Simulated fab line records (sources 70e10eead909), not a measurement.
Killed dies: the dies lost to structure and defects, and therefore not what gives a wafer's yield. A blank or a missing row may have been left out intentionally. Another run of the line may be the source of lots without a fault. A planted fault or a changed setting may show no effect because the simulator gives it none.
Comparing a struck lot with a sound one | flow nand-harc | 15 steps out of a route of 1159
Sound: these wafers, L504.1, L504.4, L504.6. Struck: wafer L511.5. (L511.3 of the same lot was not struck and is left out.) The cause comes at the end.
For every step that has rows: the tool of each side, followed by ch and its chambers, followed by its first start. Under that, the readings that differ: sound wafers | struck wafers | difference of the means | sigmas: that difference in standard deviations of wafers without a fault.
alike: same words and numbers on both sides, and readings whose means sit less than 2 such deviations apart. not compared: any withheld reading, any reading some wafer has no value for, any bound like >300 that may hide the same value, and any number with overlapping values for which the record gives no deviation.
Wherever a step has rows on one side only, a row that says differs or no value, or a row with sigmas, the two part there. When numbers do not overlap yet have no deviation, they are printed without sigmas and do not part them. Lack of a reading on every wafer of one side parts them only where that side has two or more wafers.

first, 7 steps without rows for these wafers: NHARC_A_SGD_CUT_COAT_57 (time 65 s); NHARC_A_SGD_CUT_COAT_03 (resist thk 90 nm); NHARC_A_SGD_CUT_SOFTBAKE_04 (time 55 s); NHARC_A_SGD_CUT_EBR_05; NHARC_A_SGD_CUT_EXPOSE_06 (exposes mask SGD); NHARC_A_SGD_CUT_PEB_07 (peb time 65 s); NHARC_A_SGD_CUT_DEVELOP_08 (develop time 35 s).
NHARC_A_SGD_CUT_CD_MEAS_09 targets a cd of 100 nm.
  sound on cd-sem-02 ch 0, day 17 01:46; struck on cd-sem-03 ch 0, day 18 15:58
  alike: cd-nm
NHARC_A_SGD_CUT_OVL_MEAS_10:
  struck on overlay-01, day 18 16:03; sound on overlay-01, day 17 01:52
  alike: overlay-x-nm, overlay-y-nm
NHARC_A_SGD_CUT_INSPECT_11:
  struck on defect-inspect-02, day 18 16:05; sound on defect-inspect-01, day 17 01:53
  alike: raw-defect-count
NHARC_A_SGD_CUT_DESCUM_14: chemistry O2, time 3 s.
  sound on rie-diel-06 ch 1,2,3, day 17 01:57; struck on rie-diel-01 ch 3, day 18 16:14
  reading                | sound                | struck | difference | sigmas
  throttle-valve-pct (%) | 11.320 11.314 11.320 | 11.300 | -0.018     | -2
  alike: drypump-motor-current-A, mfc-ar-sccm, oes-product-au, rf-vpp-V, showerhead-plenum-p-Torr
  not compared: rf-hours-counter-h
NHARC_A_SGD_CUT_ETCH_58: etches the open film in CF4, target depth 39 nm, time 65 s.
  sound on rie-diel-06 ch 0,1,2, day 17 02:03; struck on rie-diel-01 ch 2, day 18 16:19
  alike: drypump-motor-current-A, mfc-ar-sccm, oes-product-au, rf-vpp-V, showerhead-plenum-p-Torr, throttle-valve-pct
  not compared: rf-hours-counter-h
NHARC_A_SGD_CUT_ETCH_59: etches the open film in N2/H2, target depth 260 nm, time 406.25 s.
  sound on rie-diel-06 ch 0,2,3, day 17 02:08; struck on rie-diel-01 ch 1, day 18 16:27
  reading               | sound             | struck | difference | sigmas
  oes-product-au (a.u.) | 1.015 1.007 1.007 | 0.882  | -0.128     | -17
  alike: drypump-motor-current-A, mfc-ar-sccm, rf-vpp-V, showerhead-plenum-p-Torr, throttle-valve-pct
  not compared: rf-hours-counter-h
NHARC_A_SGD_CUT_ETCH_15: etches the open film in CH3F/O2, target depth 75 nm, time 64.3 s.
  sound: rie-diel-06 ch 0,1,3; struck: rie-diel-01 ch 0
  alike: drypump-motor-current-A, mfc-ar-sccm, oes-product-au, rf-vpp-V, showerhead-plenum-p-Torr, throttle-valve-pct
  not compared: rf-hours-counter-h
-- record jumps: 6 days between struck wafers' starts before vs after; left off in module A_SGD_CUT, resumes in module END, first step shown is number 1159 of the route --
NHARC_END_SORT_01:
  sound on prober-02 ch 0, day 22 01:13; struck on prober-01 ch 0, day 24 17:24
  reading         | sound    | struck | difference | sigmas
  killed-at-array | 39 38 36 | 156    | +118       | +10
  killed-at-other | 0 0 0    | 5      | +5         | +5
  killed-dies     | 44 42 42 | 164    | +121       | +10
  alike: killed-at-periphery, killed-open, killed-short

## WHERE THEY PART
At NHARC_A_SGD_CUT_DESCUM_14 first; at NHARC_END_SORT_01 last (within this record only).

WHY: what the simulator had put in
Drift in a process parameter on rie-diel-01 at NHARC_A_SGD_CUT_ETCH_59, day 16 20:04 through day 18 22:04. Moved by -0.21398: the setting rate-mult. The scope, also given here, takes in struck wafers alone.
